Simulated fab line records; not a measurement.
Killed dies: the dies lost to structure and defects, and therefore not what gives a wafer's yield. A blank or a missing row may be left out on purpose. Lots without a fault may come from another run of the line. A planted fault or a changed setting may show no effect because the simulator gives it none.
fab line records | flow nand-harc
[record] lots = 5 wafers = 15 last-day = 24
route steps=1159 shown P_GATE@162
lots with no fault: from the same line, run without faults
start-h: hours from the record's opening day to when the first of the lot's shown wafers began | wait-h: hours since the lot's step before | " repeats the value in the row above | L1.1+2: a single row standing in for several wafers | - no value, or no start given | * or withheld: withheld | < > ~ a bound
route shown NAME@n: NAME is a module with steps in the file, n the number in the route of the first one | usual: mean/standard deviation of fault-free wafers | same: alike in all rows | chamber/n: place in a boat | sites: each site's reading | _std_site: standard deviation of those values | _edge_site: inner sites' mean taken away from outer sites' mean | radius-mm: for every site, how far away it sits from the centre of the wafer | mask NAME#n: copy n | behind: the most recent tool/chamber to have shaped the wafer | hold: why the lot went on hold/how many hours it stayed there/how the hold came to an end | device: names the non-switching transistor (n, p or np) | end of line: the tests these same wafers got at the end of their route | a step given without rows: its recipe and nothing more | killed: dies lost to structure and defects at the first sort, not the wafer's yield | map: shows each die of a wafer: x if killed, . if not, _ if none is there
set.NAME: the setting as run; set.NAME@STEP: as run at that earlier step | model.NAME: the simulator's own value behind a step, which no gauge read
lots at selected steps of the route; one table per step, one row per wafer
services: from which hour (start-h, from the record's first day; less than 0 if before it) a tool's chamber was out of use, for how many hours, and why
[[steps]]
[step NHARC_P_GATE_DEHYDRATE_38]
[recipe] temp-c = 150 time-s = 120
[usual] plate-temp-C = 150.01/0.13
// columns lot.wafer tool chamber start-h wait-h plate-temp-C
L080.3 litho-track-07 0 137.72 - 150.22
L080.4 " 0 " " 150.12
L080.5 " 0 " " 150.18
L085.2 litho-track-03 0 161.72 - 149.96
L085.5 " 0 " " 149.91
L085.6 " 0 " " 150.12
L086.1 litho-track-02 0 177.26 - 149.93
L086.3 " 0 " " 150.03
L086.6 " 0 " " 149.95
L088.1 litho-track-02 0 186.40 - 150.08
L088.3 " 0 " " 150.17
L088.4 " 0 " " 150.15
L096.2 litho-track-07 0 233.63 - 149.67
L096.3 " 0 " " 149.81
L096.6 " 0 " " 149.97
[step NHARC_P_GATE_HMDS_39]
[recipe] time-s = 30
// columns lot.wafer tool chamber start-h wait-h
L080.3+4+5 litho-track-07 0 - -
L085.2+5+6 litho-track-03 0 - -
L086.1+3+6 litho-track-02 0 - -
L088.1+3+4 litho-track-02 0 - -
L096.2+3+6 litho-track-07 0 - -
[step NHARC_P_GATE_COAT_40]
[recipe] spin-rpm = 3000
// columns lot.wafer tool chamber start-h wait-h
L080.3+4+5 litho-track-07 0 - -
L085.2+5+6 litho-track-03 0 - -
L086.1+3+6 litho-track-02 0 - -
L088.1+3+4 litho-track-02 0 - -
L096.2+3+6 litho-track-07 0 - -
[step NHARC_P_GATE_SOFTBAKE_41]
[recipe] temp-c = 122 time-s = 95
[usual] plate-temp-C = 122.02/0.12
// columns lot.wafer tool chamber start-h wait-h plate-temp-C
L080.3 litho-track-07 0 - - 121.85
L080.4 " 0 " " 121.98
L080.5 " 0 " " 122.06
L085.2 litho-track-03 0 - - 121.81
L085.5 " 0 " " 122.03
L085.6 " 0 " " 122.00
L086.1 litho-track-02 0 - - 122.10
L086.3 " 0 " " 121.96
L086.6 " 0 " " 122.11
L088.1 litho-track-02 0 - - 122.05
L088.3 " 0 " " 122.12
L088.4 " 0 " " 121.97
L096.2 litho-track-07 0 - - 122.11
L096.3 " 0 " " 122.21
L096.6 " 0 " " 122.22
[step NHARC_P_GATE_EBR_42]
// columns lot.wafer tool chamber start-h wait-h
L080.3+4+5 litho-track-07 0 - -
L085.2+5+6 litho-track-03 0 - -
L086.1+3+6 litho-track-02 0 - -
L088.1+3+4 litho-track-02 0 - -
L096.2+3+6 litho-track-07 0 - -
[step NHARC_P_GATE_EXPOSE_43]
[recipe] na = 0.6 target-cd-nm = 720 dose-mj = 14.81 mask-id = P_NSD
[same] na = 0.6
// columns lot.wafer tool chamber start-h wait-h mask
L080.3+4+5 krf-scanner-03 0 138.00 - P_NSD#0
L085.2+5+6 krf-scanner-04 0 161.87 - P_NSD#0
L086.1+3+6 krf-scanner-02 0 177.40 - P_NSD#0
L088.1+3+4 krf-scanner-02 0 186.67 - P_NSD#0
L096.2+3+6 krf-scanner-04 0 233.91 - P_NSD#0
[step NHARC_P_GATE_PEB_44]
[recipe] peb-temp-c = 118 peb-time-s = 85
[usual] plate-temp-C = 117.95/0.15
// columns lot.wafer tool chamber start-h wait-h plate-temp-C
L080.3 litho-track-07 0 138.06 0.1 118.30
L080.4 " 0 " " 118.14
L080.5 " 0 " " 118.28
L085.2 litho-track-07 0 161.94 0.1 117.95
L085.5 " 0 " " 118.08
L085.6 " 0 " " 118.04
L086.1 litho-track-03 0 177.47 0.1 117.97
L086.3 " 0 " " 118.00
L086.6 " 0 " " 118.07
L088.1 litho-track-03 0 186.74 0.1 117.97
L088.3 " 0 " " 118.02
L088.4 " 0 " " 118.00
L096.2 litho-track-03 0 233.97 0.1 117.82
L096.3 " 0 " " 117.62
L096.6 " 0 " " 117.98
[step NHARC_P_GATE_DEVELOP_45]
[recipe] time-s = 70
// columns lot.wafer tool chamber start-h wait-h
L080.3+4+5 litho-track-07 0 - -
L085.2+5+6 litho-track-07 0 - -
L086.1+3+6 litho-track-03 0 - -
L088.1+3+4 litho-track-03 0 - -
L096.2+3+6 litho-track-03 0 - -
[step NHARC_P_GATE_CD_MEAS_46]
[recipe] target-cd-nm = 720 landing-energy-ev = 500
[usual] cd-nm = 719.7/1.2
// columns lot.wafer tool chamber start-h wait-h cd-nm
L080.3 cd-sem-01 0 138.16 - 718.3
L080.4 " 0 " " 722.4
L080.5 " 0 " " 719.7
L085.2 cd-sem-03 0 162.03 - 719.3
L085.5 " 0 " " 720.2
L085.6 " 0 " " 721.9
L086.1 cd-sem-02 0 177.56 - 718.5
L086.3 " 0 " " 718.8
L086.6 " 0 " " 719.6
L088.1 cd-sem-02 0 186.83 - 720.4
L088.3 " 0 " " 721.2
L088.4 " 0 " " 719.5
L096.2 cd-sem-02 0 234.07 - 719.5
L096.3 " 0 " " 720.2
L096.6 " 0 " " 719.4
[step NHARC_P_GATE_HARDBAKE_47]
[recipe] temp-c = 125 time-s = 80
[usual] plate-temp-C = 125.00/0.14
// columns lot.wafer tool chamber start-h wait-h plate-temp-C
L080.3 litho-track-02 0 138.25 - 125.20
L080.4 " 0 " " 125.16
L080.5 " 0 " " 125.09
L085.2 litho-track-02 0 162.11 - 125.00
L085.5 " 0 " " 125.16
L085.6 " 0 " " 124.92
L086.1 litho-track-03 0 177.64 - 124.96
L086.3 " 0 " " 125.09
L086.6 " 0 " " 125.01
L088.1 litho-track-03 0 186.91 - 125.09
L088.3 " 0 " " 124.90
L088.4 " 0 " " 124.74
L096.2 litho-track-03 0 234.15 - 124.92
L096.3 " 0 " " 124.97
L096.6 " 0 " " 124.88
[step NHARC_P_GATE_DESCUM_48]
[recipe] time-s = 3 o2-flow-sccm = 200 ar-flow-sccm = 0 bias-power-w = 0 chemistry = O2
[usual] drypump-motor-current-A = 5.79/0.25 oes-product-au = 0.998/0.0073 rf-vpp-V = 57.8/0.92 showerhead-plenum-p-Torr = 1.90/0.081 throttle-valve-pct = 11.311/0.0083
// columns lot.wafer tool chamber start-h wait-h drypump-motor-current-A oes-product-au rf-hours-counter-h rf-vpp-V showerhead-plenum-p-Torr throttle-valve-pct
L080.4 rie-diel-11 1 138.32 - 6.42 0.989 39 57.1 1.97 11.307
L080.3 " 2 " " 5.49 1.005 41 56.9 1.78 11.314
L080.5 " 2 " " 5.49 1.001 - 57.3 1.78 11.315
L085.2 rie-diel-07 2 162.20 - 5.84 0.995 18 58.8 1.95 11.319
L085.6 " 1 " " 5.90 1.007 - 56.8 1.82 11.299
L085.5 " 2 " " 5.82 0.983 - 59.2 1.95 11.319
L086.1 rie-diel-07 0 177.72 - 5.80 0.997 20 57.4 1.84 11.303
L086.3 " 3 " " 5.56 1.003 20 59.1 1.95 11.317
L086.6 " 0 " " 5.84 1.010 - 57.8 1.84 11.305
L088.1 rie-diel-01 2 186.99 - 5.71 1.002 14 57.8 1.85 11.304
L088.4 " 3 " " 5.77 1.005 15 58.1 1.91 11.300
L088.3 " 0 " " 6.37 1.000 14 58.0 2.00 11.314
L096.3 rie-diel-11 2 234.24 - 5.50 1.005 14 58.2 2.07 11.309
L096.2 " 3 " " 5.72 0.992 14 56.2 1.82 11.321
L096.6 " 2 " " 5.52 1.000 - 57.4 2.07 11.319
[step NHARC_P_GATE_IMPLANT_49]
[recipe] energy-kev = 30 dose-cm2 = 3e+15 tilt-deg = 7
// columns lot.wafer tool chamber start-h wait-h
L080.3+4+5 implanter-02 0 138.55 0.2
L085.2+5+6 implanter-01 0 162.36 0.2
L086.1+3+6 implanter-02 0 177.89 0.2
L088.1+3+4 implanter-01 0 187.14 0.1
L096.2+3+6 implanter-01 0 234.40 0.1
[step NHARC_P_GATE_STRIP_111]
[recipe] power-w = 1500 temp-c = 110 time-s = 250 chemistry = N2/H2
[usual] drypump-motor-current-A = 6.0/0.42 heater-power-w = 84.3/2.5 rf-refl-power-W = 27/16
// columns lot.wafer tool chamber start-h wait-h drypump-motor-current-A heater-power-w rf-hours-counter-h rf-refl-power-W
L080.3 plasma-asher-01 1 138.89 0.3 6.4 86.6 - 48
L080.4 " 0 " " 5.4 84.1 - 8
L080.5 " 0 " " 5.5 80.7 - 9
L085.2 plasma-asher-02 0 162.56 0.2 6.4 86.6 50 31
L085.6 " 0 " " 6.4 82.7 - 31
L085.5 " 1 " " 5.7 82.4 - 17
L086.1 plasma-asher-02 1 178.17 0.2 5.7 82.1 55 18
L086.3 " 0 " " 6.4 85.8 - 34
L086.6 " 1 " " 5.7 82.8 - 16
L088.1 plasma-asher-01 1 187.40 0.2 6.3 87.0 26 49
L088.4 " 1 " " 6.3 84.9 - 49
L088.3 " 0 " " 5.4 83.0 - 9
L096.2 plasma-asher-01 0 234.65 0.2 5.4 83.2 44 9
L096.3 " 0 " " 5.4 84.8 - 8
L096.6 " 1 " " 6.3 86.9 - 48
[step NHARC_P_GATE_STRIP_75]
[recipe] power-w = 1500 temp-c = 250 chemistry = O2
[usual] drypump-motor-current-A = 5.9/0.42 heater-power-w = 315/10 rf-refl-power-W = 27/15
// columns lot.wafer tool chamber start-h wait-h drypump-motor-current-A heater-power-w rf-hours-counter-h rf-refl-power-W
L080.3 plasma-asher-01 1 139.11 0.2 6.3 320 - 48
L080.4 " 0 " " 5.4 312 - 9
L080.5 " 0 " " 5.4 306 - 10
L085.2 plasma-asher-02 0 162.86 0.3 6.4 324 51 33
L085.6 " 0 " " 6.4 326 - 32
L085.5 " 1 " " 5.7 306 - 17
L086.1 plasma-asher-02 1 178.43 0.2 5.7 295 56 17
L086.3 " 0 " " 6.4 314 - 29
L086.6 " 1 " " 5.7 302 - 18
L088.1 plasma-asher-01 1 187.71 0.3 6.3 323 27 48
L088.4 " 1 " " 6.3 317 - 48
L088.3 " 0 " " 5.4 315 - 8
L096.2 plasma-asher-01 0 234.91 0.2 5.5 312 44 8
L096.3 " 0 " " 5.4 316 - 9
L096.6 " 1 " " 6.3 323 - 47
[step NHARC_P_GATE_STRIP_50]
[recipe] time-s = 900 temp-c = 130 chemistry = SPM
// columns lot.wafer tool chamber start-h wait-h
L080.5+4+3 wet-bench-07 7,3,4 139.24 0.1
L085.5+2+6 wet-bench-05 0,1,2 163.01 0.1
L086.6+3+1 wet-bench-07 1,2,3 178.58 0.1
L088.1+3+4 wet-bench-05 0,1,3 187.85 0.1
L096.2+6+3 wet-bench-05 0,3,4 235.07 0.1
[step NHARC_P_GATE_DEHYDRATE_51]
[recipe] temp-c = 150 time-s = 120
[usual] plate-temp-C = 149.99/0.14
// columns lot.wafer tool chamber start-h wait-h plate-temp-C
L080.3 litho-track-07 0 139.59 - 149.89
L080.4 " 0 " " 149.97
L080.5 " 0 " " 149.90
L085.2 litho-track-03 0 163.38 - 149.89
L085.5 " 0 " " 150.04
L085.6 " 0 " " 149.88
L086.1 litho-track-03 0 178.93 - 150.08
L086.3 " 0 " " 149.92
L086.6 " 0 " " 149.98
L088.1 litho-track-02 0 188.20 - 149.92
L088.3 " 0 " " 149.94
L088.4 " 0 " " 150.06
L096.2 litho-track-02 0 235.41 - 150.07
L096.3 " 0 " " 149.94
L096.6 " 0 " " 149.76
[step NHARC_P_GATE_HMDS_52]
[recipe] time-s = 30
// columns lot.wafer tool chamber start-h wait-h
L080.3+4+5 litho-track-07 0 - -
L085.2+5+6 litho-track-03 0 - -
L086.1+3+6 litho-track-03 0 - -
L088.1+3+4 litho-track-02 0 - -
L096.2+3+6 litho-track-02 0 - -
[step NHARC_P_GATE_COAT_53]
[recipe] spin-rpm = 3000
// columns lot.wafer tool chamber start-h wait-h
L080.3+4+5 litho-track-07 0 - -
L085.2+5+6 litho-track-03 0 - -
L086.1+3+6 litho-track-03 0 - -
L088.1+3+4 litho-track-02 0 - -
L096.2+3+6 litho-track-02 0 - -
[step NHARC_P_GATE_SOFTBAKE_54]
[recipe] temp-c = 122 time-s = 95
[usual] plate-temp-C = 121.99/0.12
// columns lot.wafer tool chamber start-h wait-h plate-temp-C
L080.3 litho-track-07 0 - - 122.39
L080.4 " 0 " " 122.25
L080.5 " 0 " " 122.31
L085.2 litho-track-03 0 - - 121.91
L085.5 " 0 " " 121.76
L085.6 " 0 " " 122.21
L086.1 litho-track-03 0 - - 121.82
L086.3 " 0 " " 121.99
L086.6 " 0 " " 121.88
L088.1 litho-track-02 0 - - 121.87
L088.3 " 0 " " 121.85
L088.4 " 0 " " 121.94
L096.2 litho-track-02 0 - - 121.85
L096.3 " 0 " " 121.87
L096.6 " 0 " " 121.72
[step NHARC_P_GATE_EBR_55]
// columns lot.wafer tool chamber start-h wait-h
L080.3+4+5 litho-track-07 0 - -
L085.2+5+6 litho-track-03 0 - -
L086.1+3+6 litho-track-03 0 - -
L088.1+3+4 litho-track-02 0 - -
L096.2+3+6 litho-track-02 0 - -
[step NHARC_P_GATE_EXPOSE_56]
[recipe] na = 0.6 target-cd-nm = 720 dose-mj = 14.81 mask-id = P_PSD
[same] na = 0.6
// columns lot.wafer tool chamber start-h wait-h mask
L080.3+4+5 krf-scanner-03 0 139.87 - P_PSD#0
L085.2+5+6 krf-scanner-02 0 163.65 - P_PSD#0
L086.1+3+6 krf-scanner-02 0 179.20 - P_PSD#0
L088.1+3+4 krf-scanner-03 0 188.47 - P_PSD#0
L096.2+3+6 krf-scanner-03 0 235.56 - P_PSD#0
[step NHARC_P_GATE_PEB_57]
[recipe] peb-temp-c = 118 peb-time-s = 85
[usual] plate-temp-C = 117.96/0.12
// columns lot.wafer tool chamber start-h wait-h plate-temp-C
L080.3 litho-track-07 0 139.93 0.1 117.89
L080.4 " 0 " " 118.14
L080.5 " 0 " " 118.22
L085.2 litho-track-02 0 163.71 0.1 118.04
L085.5 " 0 " " 117.94
L085.6 " 0 " " 118.03
L086.1 litho-track-07 0 179.27 0.1 117.84
L086.3 " 0 " " 117.93
L086.6 " 0 " " 117.96
L088.1 litho-track-02 0 188.54 0.1 117.92
L088.3 " 0 " " 117.79
L088.4 " 0 " " 117.84
L096.2 litho-track-07 0 235.63 0.1 118.03
L096.3 " 0 " " 118.07
L096.6 " 0 " " 118.10
[step NHARC_P_GATE_DEVELOP_58]
[recipe] time-s = 70
// columns lot.wafer tool chamber start-h wait-h
L080.3+4+5 litho-track-07 0 - -
L085.2+5+6 litho-track-02 0 - -
L086.1+3+6 litho-track-07 0 - -
L088.1+3+4 litho-track-02 0 - -
L096.2+3+6 litho-track-07 0 - -
[step NHARC_P_GATE_CD_MEAS_59]
[recipe] target-cd-nm = 720 landing-energy-ev = 500
[usual] cd-nm = 719.7/1.1
// columns lot.wafer tool chamber start-h wait-h cd-nm
L080.3 cd-sem-01 0 140.03 - 720.1
L080.4 " 0 " " 719.2
L080.5 " 0 " " 720.5
L085.2 cd-sem-02 0 163.80 - 717.2
L085.5 " 0 " " 717.3
L085.6 " 0 " " 718.2
L086.1 cd-sem-01 0 179.37 - 719.4
L086.3 " 0 " " 718.2
L086.6 " 0 " " 718.9
L088.1 cd-sem-03 0 188.63 - 720.0
L088.3 " 0 " " 720.3
L088.4 " 0 " " 719.1
L096.2 cd-sem-03 0 235.72 - 719.6
L096.3 " 0 " " 719.4
L096.6 " 0 " " 717.9
[step NHARC_P_GATE_HARDBAKE_60]
[recipe] temp-c = 125 time-s = 80
[usual] plate-temp-C = 124.99/0.16
// columns lot.wafer tool chamber start-h wait-h plate-temp-C
L080.3 litho-track-07 0 140.11 - 125.13
L080.4 " 0 " " 124.75
L080.5 " 0 " " 125.12
L085.2 litho-track-02 0 163.88 - 124.61
L085.5 " 0 " " 124.75
L085.6 " 0 " " 124.57
L086.1 litho-track-07 0 179.45 - 124.96
L086.3 " 0 " " 125.15
L086.6 " 0 " " 125.05
L088.1 litho-track-02 0 188.71 - 125.35
L088.3 " 0 " " 125.08
L088.4 " 0 " " 124.98
L096.2 litho-track-02 0 235.80 - 124.92
L096.3 " 0 " " 124.87
L096.6 " 0 " " 124.80
[step NHARC_P_GATE_DESCUM_61]
[recipe] time-s = 3 o2-flow-sccm = 200 ar-flow-sccm = 0 bias-power-w = 0 chemistry = O2
[usual] drypump-motor-current-A = 5.79/0.24 oes-product-au = 1.000/0.0079 rf-vpp-V = 57.8/0.7 showerhead-plenum-p-Torr = 1.89/0.078 throttle-valve-pct = 11.311/0.01
// columns lot.wafer tool chamber start-h wait-h drypump-motor-current-A oes-product-au rf-hours-counter-h rf-vpp-V showerhead-plenum-p-Torr throttle-valve-pct
L080.3 rie-diel-07 0 140.20 - 5.84 0.999 12 57.7 1.84 11.309
L080.5 " 3 " " 5.56 0.998 - 57.1 1.95 11.298
L080.4 " 0 " " 5.80 1.004 - 57.5 1.84 11.309
L085.2 rie-diel-07 0 163.99 - 5.82 1.000 19 57.6 1.84 11.307
L085.6 " 2 " " 5.83 0.986 - 58.3 1.95 11.308
L085.5 " 3 " " 5.55 0.987 - 58.3 1.95 11.300
L086.1 rie-diel-01 2 179.55 - 5.72 1.003 14 57.9 1.85 11.334
L086.3 " 3 " " 5.78 0.998 14 58.0 1.91 11.286
L086.6 " 1 " " 5.93 1.004 - 59.0 1.79 11.301
L088.3 rie-diel-07 0 188.79 - 5.84 1.002 22 57.4 1.84 11.305
L088.4 " 2 " " 5.83 0.983 21 59.0 1.95 11.326
L088.1 " 3 " " 5.56 0.991 21 57.9 1.94 11.306
L096.2 rie-diel-11 3 235.88 - 5.72 0.998 15 58.1 1.82 11.311
L096.3 " 2 " " 5.49 1.003 14 58.1 2.07 11.315
L096.6 " 0 " " 5.46 1.009 - 57.5 2.01 11.312
[step NHARC_P_GATE_IMPLANT_62]
[recipe] energy-kev = 20 dose-cm2 = 3e+15 tilt-deg = 7
// columns lot.wafer tool chamber start-h wait-h
L080.3+4+5 implanter-01 0 140.41 0.2
L085.2+5+6 implanter-02 0 164.14 0.1
L086.1+3+6 implanter-02 0 179.71 0.1
L088.1+3+4 implanter-01 0 188.93 0.1
L096.2+3+6 implanter-01 0 236.05 0.2
[step NHARC_P_GATE_STRIP_112]
[recipe] power-w = 1500 temp-c = 110 time-s = 200 chemistry = N2/H2
[usual] drypump-motor-current-A = 5.9/0.42 heater-power-w = 84.0/2.3 rf-refl-power-W = 27/16
// columns lot.wafer tool chamber start-h wait-h drypump-motor-current-A heater-power-w rf-hours-counter-h rf-refl-power-W
L080.3 plasma-asher-02 1 140.66 0.2 5.7 80.4 - 17
L080.4 " 0 " " 6.4 84.9 - 32
L080.5 " 1 " " 5.7 80.9 - 17
L085.2 plasma-asher-01 1 164.34 0.2 6.3 84.5 19 48
L085.5 " 1 " " 6.3 86.3 - 48
L085.6 " 0 " " 5.4 82.9 - 8
L086.1 plasma-asher-02 0 179.97 0.2 6.4 83.0 56 34
L086.3 " 0 " " 6.4 86.1 - 32
L086.6 " 1 " " 5.7 81.5 - 17
L088.1 plasma-asher-01 0 189.20 0.2 5.4 81.9 28 8
L088.3 " 1 " " 6.3 85.5 - 48
L088.4 " 0 " " 5.4 84.4 - 9
L096.2 plasma-asher-02 0 236.28 0.2 6.4 85.6 14 32
L096.3 " 0 " " 6.4 86.9 - 33
L096.6 " 0 " " 6.4 85.3 - 32
[step NHARC_P_GATE_STRIP_76]
[recipe] power-w = 1500 temp-c = 250 chemistry = O2
[usual] drypump-motor-current-A = 6.0/0.42 heater-power-w = 314/9.4 rf-refl-power-W = 27/15
// columns lot.wafer tool chamber start-h wait-h drypump-motor-current-A heater-power-w rf-hours-counter-h rf-refl-power-W
L080.3 plasma-asher-02 1 140.86 0.2 5.7 304 - 18
L080.4 " 0 " " 6.4 314 - 32
L080.5 " 1 " " 5.7 303 - 18
L085.2 plasma-asher-01 1 164.60 0.2 6.3 321 19 48
L085.5 " 1 " " 6.3 327 - 48
L085.6 " 0 " " 5.4 310 - 9
L086.1 plasma-asher-02 0 180.20 0.2 6.4 316 56 30
L086.3 " 0 " " 6.4 320 - 32
L086.6 " 1 " " 5.7 306 - 18
L088.1 plasma-asher-01 0 189.42 0.2 5.5 313 28 9
L088.3 " 1 " " 6.3 321 - 47
L088.4 " 0 " " 5.4 312 - 9
L096.2 plasma-asher-02 0 236.52 0.2 6.4 327 14 31
L096.3 " 0 " " 6.4 323 - 32
L096.6 " 0 " " 6.4 317 - 32
[step NHARC_P_GATE_STRIP_63]
[recipe] time-s = 900 temp-c = 130 chemistry = SPM
// columns lot.wafer tool chamber start-h wait-h
L080.5+4+3 wet-bench-07 7,0,3 140.98 0.1
L085.2+6+5 wet-bench-05 5,6,0 164.76 0.1
L086.1+3+6 wet-bench-07 1,3,5 180.34 0.1
L088.3+4+1 wet-bench-05 6,0,2 189.56 0.1
L096.3+6+2 wet-bench-07 5,6,7 236.65 0.1
[step NHARC_P_GATE_DEHYDRATE_83]
[recipe] temp-c = 150 time-s = 120
[usual] plate-temp-C = 149.98/0.15
// columns lot.wafer tool chamber start-h wait-h plate-temp-C
L080.3 litho-track-03 0 141.33 - 149.94
L080.4 " 0 " " 149.86
L080.5 " 0 " " 150.06
L085.2 litho-track-07 0 165.09 - 149.95
L085.5 " 0 " " 149.86
L085.6 " 0 " " 150.19
L086.1 litho-track-07 0 180.69 - 150.15
L086.3 " 0 " " 150.20
L086.6 " 0 " " 150.14
L088.1 litho-track-02 0 189.91 - 149.93
L088.3 " 0 " " 150.20
L088.4 " 0 " " 149.97
L096.2 litho-track-03 0 237.01 - 150.09
L096.3 " 0 " " 150.14
L096.6 " 0 " " 149.95
[step NHARC_P_GATE_HMDS_84]
[recipe] time-s = 30
// columns lot.wafer tool chamber start-h wait-h
L080.3+4+5 litho-track-03 0 - -
L085.2+5+6 litho-track-07 0 - -
L086.1+3+6 litho-track-07 0 - -
L088.1+3+4 litho-track-02 0 - -
L096.2+3+6 litho-track-03 0 - -
[step NHARC_P_GATE_COAT_85]
[recipe] spin-rpm = 3000
// columns lot.wafer tool chamber start-h wait-h
L080.3+4+5 litho-track-03 0 - -
L085.2+5+6 litho-track-07 0 - -
L086.1+3+6 litho-track-07 0 - -
L088.1+3+4 litho-track-02 0 - -
L096.2+3+6 litho-track-03 0 - -
[step NHARC_P_GATE_SOFTBAKE_86]
[recipe] temp-c = 122 time-s = 95
[usual] plate-temp-C = 122.00/0.14
// columns lot.wafer tool chamber start-h wait-h plate-temp-C
L080.3 litho-track-03 0 - - 121.85
L080.4 " 0 " " 121.93
L080.5 " 0 " " 121.78
L085.2 litho-track-07 0 - - 122.02
L085.5 " 0 " " 122.04
L085.6 " 0 " " 121.84
L086.1 litho-track-07 0 - - 122.17
L086.3 " 0 " " 122.30
L086.6 " 0 " " 122.18
L088.1 litho-track-02 0 - - 122.09
L088.3 " 0 " " 121.83
L088.4 " 0 " " 121.93
L096.2 litho-track-03 0 - - 122.03
L096.3 " 0 " " 122.03
L096.6 " 0 " " 122.37
[step NHARC_P_GATE_EBR_87]
// columns lot.wafer tool chamber start-h wait-h
L080.3+4+5 litho-track-03 0 - -
L085.2+5+6 litho-track-07 0 - -
L086.1+3+6 litho-track-07 0 - -
L088.1+3+4 litho-track-02 0 - -
L096.2+3+6 litho-track-03 0 - -
[step NHARC_P_GATE_EXPOSE_88]
[recipe] na = 0.6 target-cd-nm = 2000 dose-mj = 11.87 mask-id = P_HVN
[same] na = 0.6
// columns lot.wafer tool chamber start-h wait-h mask
L080.3+4+5 krf-scanner-02 0 141.61 - P_HVN#0
L085.2+5+6 krf-scanner-04 0 165.37 - P_HVN#0
L086.1+3+6 krf-scanner-02 0 180.83 - P_HVN#0
L088.1+3+4 krf-scanner-04 0 190.17 - P_HVN#0
L096.2+3+6 krf-scanner-02 0 237.16 - P_HVN#0
[step NHARC_P_GATE_PEB_89]
[recipe] peb-temp-c = 118 peb-time-s = 85
[usual] plate-temp-C = 117.99/0.13
// columns lot.wafer tool chamber start-h wait-h plate-temp-C
L080.3 litho-track-03 0 141.67 0.1 118.17
L080.4 " 0 " " 118.04
L080.5 " 0 " " 118.15
L085.2 litho-track-03 0 165.43 0.1 117.98
L085.5 " 0 " " 118.05
L085.6 " 0 " " 118.16
L086.1 litho-track-03 0 180.90 0.1 117.80
L086.3 " 0 " " 118.10
L086.6 " 0 " " 118.18
L088.1 litho-track-02 0 190.24 0.1 118.18
L088.3 " 0 " " 118.07
L088.4 " 0 " " 118.04
L096.2 litho-track-03 0 237.22 0.1 118.11
L096.3 " 0 " " 118.08
L096.6 " 0 " " 118.25
[[services]]
// columns tool chamber start-h hours kind
krf-scanner-04 - 126.00 4.0 pm
rie-diel-01 1 126.44 1.3 repair
implanter-02 - 131.62 3.3 repair
rie-diel-07 1 137.77 4.4 repair
rie-diel-01 - 137.83 9.0 pm
litho-track-02 - 165.00 7.0 pm
implanter-01 - 166.46 0.5 repair
krf-scanner-03 - 168.00 4.0 pm
rie-diel-07 2 172.16 5.7 repair
rie-diel-11 2 176.26 7.8 repair
rie-diel-01 0 178.42 4.6 repair
plasma-asher-02 - 183.63 9.0 pm
plasma-asher-02 0 183.63 9.0 vent-cycle
plasma-asher-02 1 183.63 9.0 vent-cycle
litho-track-07 - 189.00 7.0 pm
rie-diel-11 - 189.50 9.0 pm
wet-bench-05 - 196.80 8.0 pm
krf-scanner-04 - 197.09 28.2 repair
krf-scanner-03 - 199.47 0.5 repair
rie-diel-01 0 200.03 4.9 repair
krf-scanner-02 - 210.00 4.0 pm
litho-track-03 - 213.00 7.0 pm
rie-diel-07 - 228.20 9.0 pm
rie-diel-01 3 229.49 2.7 repair
[[key]]
fault none
